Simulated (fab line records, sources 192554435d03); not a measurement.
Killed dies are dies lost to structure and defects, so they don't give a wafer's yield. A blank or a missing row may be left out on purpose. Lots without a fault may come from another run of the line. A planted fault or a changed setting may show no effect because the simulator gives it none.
Chamber matching | flow n5_finfet | N5_PMOS_HMC_CHANNEL_EPI_STRIP_33 on rie_diel-01: 4 sister chambers
The step strips in N2/H2. 4 wafers are shown with their chamber, then 9 later ones without.

WAFERS WITH THEIR CHAMBER
wafer  | chamber | showerhead_plenum_p_Torr (Torr)
L083.4 | 3       | 3.21
L085.3 | 1       | 3.47
L085.4 | 0       | 3.39
L085.5 | 2       | 3.38

WAFERS WITHOUT THEIR CHAMBER
wafer  | showerhead_plenum_p_Torr (Torr)
L086.1 | 3.39
L086.2 | 3.38
L086.5 | 3.21
L088.1 | 3.38
L088.2 | 3.47
L088.6 | 3.38
L092.2 | 3.21
L092.4 | 3.46
L092.6 | 3.38

WHICH CHAMBER EACH WENT THROUGH
wafer  | from the rows above | in truth
L086.1 | 0                   | 0
L086.2 | 2                   | 2
L086.5 | 3                   | 3
L088.1 | 2                   | 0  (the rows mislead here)
L088.2 | 1                   | 1
L088.6 | 2                   | 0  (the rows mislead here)
L092.2 | 3                   | 3
L092.4 | 1                   | 1
L092.6 | 2                   | 2
Placed correctly: 7 of 9. Can't be placed from these rows: 0. Placed wrongly: 2.
How it was worked out, from the rows above alone: a wafer's distance from a chamber is the root of the sum, over the readings, of the square of ((its reading less the chamber's mean) divided by the reading's scatter). The wafer belongs to the nearest chamber; if the next one is less than 2 further off, it can't be placed. A chamber's mean is the mean of its shown wafers. The scatter: with one shown wafer a chamber, the root of the mean of the squares of how far each hidden wafer lies from its nearest shown one.
